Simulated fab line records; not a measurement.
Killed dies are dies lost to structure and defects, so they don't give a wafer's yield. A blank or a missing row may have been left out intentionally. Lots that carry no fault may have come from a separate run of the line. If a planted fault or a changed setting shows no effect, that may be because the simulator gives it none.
Problem report, 8D (eight disciplines) form, completed by code	flow n5Finfet	the parts of the form that need people (team, actions taken, sign-off) are left out

1. WHAT IS WRONG
COMB_M8 at N5_BEOL_M15_RC_MEAS_101 reads a mean of 1.7e-10 S/m on 4 wafers of 3 lots; wafers without a fault read 2.5e-11 S/m with a standard deviation of 5.9e-12. That is +24 standard deviations from the usual mean.
Earliest sighting: wafer L125.1 on prober-01 at day 15 02:41. At this step, 21 wafers from 7 lots have a number in the record. Rule for "out" (also "out of limits"): further than 4 standard deviations from the usual mean. The rest of the wafers with a number are treated as sound.

2. WHAT THIS IS AND IS NOT
question	is	is not
which readings at this step	COMB_M8, COMB_M8_max_site	COMB_M10, COMB_M11, COMB_M12, COMB_M12_max_site, COMB_M13, COMB_M14, COMB_M15, COMB_M5, COMB_M6, COMB_M9, SERP_M10, SERP_M11, SERP_M12, SERP_M12_max_site, SERP_M13, SERP_M14, SERP_M14_max_site, SERP_M5, SERP_M6, SERP_M6_max_site, SERP_M7, SERP_M9
which lots	L125, L129, L131	L127, L139, L141, L142
which wafers of those lots	L125.1, L129.1, L129.4, L131.4	L125.2, L125.6, L129.6, L131.2, L131.3
read on which gauges	prober-01, prober-02	-
when	from day 15 02:41	up to then (5 sound wafers); but 12 sound wafers of L129, L131, L139, L141, L142 came after
where on the wafer (9 sites)	all sites	-

3. WHAT RULES OUT EACH SUSPECT
Counting: any tool at a process step up to the reading remains a suspect provided it ran every lot that is out. Sound lots after the first of them don't rule it out here, since some wafers of a struck lot are sound.
- the gauge at N5_BEOL_M15_RC_MEAS_101: ruled out. Those wafers that are out were read across 2 gauges (prober-01, prober-02).
- aldMetal-04 at N5_BEOL_M8_ALD_77 (deposits TaN, target thk 2 nm, pulse time 2 s, purge time 3 s): kept. Ran every lot that is out, first one L125 (day 12 21:41); last sound lot up to then L127 (day 12 07:37).
After counting, what remains is aldMetal-04 at N5_BEOL_M8_ALD_77.

4. THE CAUSE (what the simulator had put in)
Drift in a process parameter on aldMetal-04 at N5_BEOL_M8_ALD_77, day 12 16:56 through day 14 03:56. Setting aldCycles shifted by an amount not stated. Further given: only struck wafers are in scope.
Only this tool survived the counting.

5. SEQUENCE OF EFFECTS, ordered by route
One row per reading whose mean, taken over the struck wafers that have a number, lies over 3 standard deviations from the usual. Readings are gone through only where the record gives a usual standard deviation; hours: the median, over the lots, of the time from a lot's start at the first step in this table giving one to that lot's start at this step; sigmas: the change measured in usual standard deviations.
hours	step	reading	usual	on struck wafers	change	sigmas
0	N5_BEOL_M15_RC_MEAS_101	COMB_M8	2.5e-11 S/m	1.7e-10	+1.4e-10	+24
0	N5_BEOL_M15_RC_MEAS_101	COMB_M8_max_site	3.7e-11 S/m	2.5e-10	+2.2e-10	+23
0	N5_BEOL_M15_RC_MEAS_101	SERP_M8	13.7 ohm/um	12.0	-1.7	-3.3
0	N5_BEOL_M15_RC_MEAS_101	SERP_M8_max_site	14.2 ohm/um	12.5	-1.7	-3.0
17	N5_PASSIVATION_PROBE_49	killed_at_M4_up	14	30	+16	+3.2
Here are the process steps it includes:
- N5_PASSIVATION_PROBE_49

6. HOW IT WOULD HAVE BEEN CAUGHT EARLIER
In this record the first reading out of limits at a measuring or inspecting step was taken at day 15 02:41, 58 hours after the fault began at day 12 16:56.
Of the tool readings at N5_BEOL_M8_ALD_77 for which the record gives a usual standard deviation, none was out on any struck wafer, so an alarm limit of 4 standard deviations on them would not have fired.
All the lots that are out (3) had begun N5_BEOL_M8_ALD_77 on aldMetal-04 by day 15 02:41. Had the tool been put on hold then, not one of them would have been saved.
